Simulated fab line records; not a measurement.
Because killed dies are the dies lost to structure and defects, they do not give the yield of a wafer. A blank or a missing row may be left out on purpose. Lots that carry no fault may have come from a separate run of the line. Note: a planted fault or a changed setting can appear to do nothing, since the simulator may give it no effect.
Lot-split experiment | flow n5-finfet | 21 wafers read across 7 lots, on a route 1938 steps long

ABOUT THE SPLIT
At N5_BEOL_M2_ETCH_64 (etches SOC in N2/H2, target depth 75 nm, overetch 22.5 nm, time 121.9 s), the setting time-s was moved away from the recipe's 121.9 s on 4 of the 21 wafers read, by -21.2% to +20.8%. For the rest of the wafers, this setting stayed at what the recipe calls for.

The reading is taken at the split's own step.

THE READING
SiARC_of_BEOL_M2_COAT_62.thk-nm (the simulator's own value, which no gauge read), in nm, at N5_BEOL_M2_ETCH_64 (etches SOC in N2/H2, target depth 75 nm, overetch 22.5 nm, time 121.9 s). The file does not state a usual value for it. Here, 17 wafers ran the recipe; their average is 6.4 nm with a standard deviation of 0.25 nm.

wafer  | tool, chamber at the split | time-s as run, s | against the recipe | SiARC_of_BEOL_M2_COAT_62.thk-nm, nm | against lot-mates on the recipe
L075.1 | rie-diel-01, 1             | 121.9            | recipe             | 6.6                                 | -
L075.4 | rie-diel-01, 3             | 101.9            | -16.4%             | 7.4                                 | +0.9
L075.6 | rie-diel-01, 0             | 121.9            | recipe             | 6.4                                 | -
L076.1 | rie-diel-06, 0             | 96.11            | -21.2%             | 7.8                                 | +1.3
L076.4 | rie-diel-06, 1             | 121.9            | recipe             | 6.2                                 | -
L076.6 | rie-diel-06, 0             | 121.9            | recipe             | 6.8                                 | -
L078.1 | rie-diel-06, 0             | 121.9            | recipe             | 6.8                                 | -
L078.2 | rie-diel-06, 2             | 147.3            | +20.8%             | 4.8                                 | -1.7
L078.6 | rie-diel-06, 2             | 121.9            | recipe             | 6.2                                 | -
L085.1 | rie-diel-01, 0             | 106.1            | -13.0%             | 7.2                                 | +0.7
L085.4 | rie-diel-01, 1             | 121.9            | recipe             | 6.6                                 | -
L085.5 | rie-diel-01, 0             | 121.9            | recipe             | 6.4                                 | -
L089.3 | rie-diel-05, 1             | 121.9            | recipe             | 6.2                                 | -
L089.5 | rie-diel-05, 1             | 121.9            | recipe             | 6.2                                 | -
L089.6 | rie-diel-05, 3             | 121.9            | recipe             | 6.6                                 | -
L093.4 | rie-diel-01, 0             | 121.9            | recipe             | 6.6                                 | -
L093.5 | rie-diel-01, 2             | 121.9            | recipe             | 6.2                                 | -
L093.6 | rie-diel-01, 1             | 121.9            | recipe             | 6.8                                 | -
L097.3 | rie-diel-05, 2             | 121.9            | recipe             | 6.2                                 | -
L097.5 | rie-diel-05, 2             | 121.9            | recipe             | 6                                   | -
L097.6 | rie-diel-05, 3             | 121.9            | recipe             | 6.6                                 | -

THE FIT
A straight line over all 21 wafers: SiARC_of_BEOL_M2_COAT_62.thk-nm changes by -0.0678 nm for each +1% of time-s; r = -0.92; the points scatter about the line by 0.24 nm.
The same after taking each lot's own level away (the mean of its wafers on the recipe; 21 wafers): -0.0666 nm for each +1%; r = -0.92; scatter 0.23 nm.
On that fit, the largest move of time-s shifts the reading by 1.4 nm.
Measured against the standard deviation above, the lots' own levels, which go from 6.27 to 6.53 nm, span 1.1 times it.
Consequently the slope shifts little with the lot-to-lot level, the two slopes agreeing.
Check: with one of the wafers moved furthest among these (-21.2%) left out of the fit, the line predicts +1.41 nm for it against its lot-mates. It came out at +1.3 nm against them.

THE OTHER SPLITS THESE WAFERS WENT THROUGH
Before the reading, these wafers also passed through other splits. Each is held against what the fit with the lots' levels taken away leaves over:
other split on the same wafers | wafers away from the commonest value | r with SiARC_of_BEOL_M2_COAT_62.thk-nm (lot level and that fit taken away)
N5_BEOL_M2_EXPOSE_08 dose-mj   | 4                                    | +0.16

FILE'S OWN FIT
SiARC_of_BEOL_M2_COAT_62.thk-nm changes by -0.0658 nm for each +1% of time-s, r = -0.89.
